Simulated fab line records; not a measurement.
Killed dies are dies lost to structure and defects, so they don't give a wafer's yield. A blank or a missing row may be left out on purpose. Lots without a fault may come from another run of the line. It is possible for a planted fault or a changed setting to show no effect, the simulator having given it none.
Which tool is to blame? ; flow nand harc ; Sampling: 11 lots, 33 wafers, 4 of 1159 route steps

== WHAT THE GAUGES READ, wafer by wafer ==
NHARC_P_ZERO_WELL_CD_MEAS_52: the cd target is 2000 nm.
lot;measured;on;cd nm (nm)
L406;day 1 17:59;cd sem-03;1998.0 1994.1 1995.1
L410;day 2 17:38;cd sem-01;1995.8 1998.9 1997.6
L411;day 2 23:45;cd sem-01;1997.9 1995.0 1998.2
L412;day 3 05:44;cd sem-01;1763.1 1761.0 1762.8 1762.9 1760.8 1762.4
L420;day 5 05:36;cd sem-03;1996.5 2000.5 1997.8
L421;day 5 11:46;cd sem-03;2002.1 2000.3 1997.1
L422;day 5 17:40;cd sem-03;1995.4 1999.0 1996.5
L426;day 6 17:37;cd sem-02;1998.0 1998.5 1995.2
L427;day 6 23:53;cd sem-02;2000.0 1998.2 2000.0
L428;day 7 05:38;cd sem-01;2001.7 1999.2 2001.2
L429;day 7 11:52;cd sem-01;1999.1 2000.6 2000.1

== EACH LOT AND THE TOOL THAT RAN IT (in order: tool; ch and the chambers of the sampled wafers; start) ==
lot;NHARC_P_ZERO_WELL_DESCUM_13;NHARC_P_ZERO_WELL_DESCUM_39;NHARC_P_ZERO_WELL_EXPOSE_49
L406;rie diel-09 ch 2,3, day 1 13:31;rie diel-01 ch 0,1, day 1 16:30;krf scanner-04 ch 0, day 1 17:50
L410;rie diel-01 ch 0,1,3, day 2 13:24;rie diel-01 ch 0,1,2, day 2 16:09;krf scanner-04 ch 0, day 2 17:28
L411;rie diel-09 ch 1,2, day 2 19:25;rie diel-01 ch 0,3, day 2 22:24;krf scanner-04 ch 0, day 2 23:36
L412;rie diel-03 ch 1,2, day 3 01:23;rie diel-01 ch 1,2,3, day 3 04:24;krf scanner-04 ch 0, day 3 05:35
L420;rie diel-01 ch 0,1,3, day 5 01:17;rie diel-03 ch 2,3, day 5 04:08;krf scanner-03 ch 0, day 5 05:26
L421;rie diel-01 ch 1,2,3, day 5 07:26;rie diel-03 ch 0,2,3, day 5 10:18;krf scanner-02 ch 0, day 5 11:37
L422;rie diel-09 ch 1,3, day 5 13:17;rie diel-01 ch 0,1,2, day 5 16:12;krf scanner-04 ch 0, day 5 17:31
L426;rie diel-03 ch 1,2, day 6 13:25;rie diel-09 ch 0,2,3, day 6 16:17;krf scanner-03 ch 0, day 6 17:27
L427;rie diel-03 ch 1,2,3, day 6 19:29;rie diel-03 ch 0,1,2, day 6 22:28;krf scanner-03 ch 0, day 6 23:43
L428;rie diel-09 ch 0,1,2, day 7 01:24;rie diel-01 ch 0,1,2, day 7 04:17;krf scanner-03 ch 0, day 7 05:29
L429;rie diel-09 ch 0,1,3, day 7 07:32;rie diel-03 ch 0,1, day 7 10:23;krf scanner-02 ch 0, day 7 11:42
- NHARC_P_ZERO_WELL_DESCUM_13: chemistry O2, time 3 s.
- NHARC_P_ZERO_WELL_DESCUM_39: chemistry O2, time 3 s.
- NHARC_P_ZERO_WELL_EXPOSE_49: exposes mask P HVPW, target cd 2000 nm.

== THE ANSWER, worked out from the rows above alone ==
Rule: the lots themselves supply what counts as usual. The widest of any qualifying gaps counts: lots, ordered by their means at a reading, are off when they make up no more than a third of the lots, leave a main group of 4 or more, and stand apart from it by 3 or more times the standard deviation of that group's means. The tables above print the reading to a certain number of digits; a main group whose means all agree to those digits is not used. Also off: a lot with no number at a reading for which 4 or more lots have one. The other lots that the step has rows for count as sound.
Off: L412 (NHARC_P_ZERO_WELL_CD_MEAS_52, cd nm). Mean 1998.3 nm and standard deviation 1.5 in the main group.
If a tool, at a process step before that reading, ran all the lots that are off and no sound lot after the first of them, it fits. The gauges at NHARC_P_ZERO_WELL_CD_MEAS_52 are tried like those tools. Not one of the candidates tried fits.

== WHAT HAD BEEN PUT IN BY THE SIMULATOR ==
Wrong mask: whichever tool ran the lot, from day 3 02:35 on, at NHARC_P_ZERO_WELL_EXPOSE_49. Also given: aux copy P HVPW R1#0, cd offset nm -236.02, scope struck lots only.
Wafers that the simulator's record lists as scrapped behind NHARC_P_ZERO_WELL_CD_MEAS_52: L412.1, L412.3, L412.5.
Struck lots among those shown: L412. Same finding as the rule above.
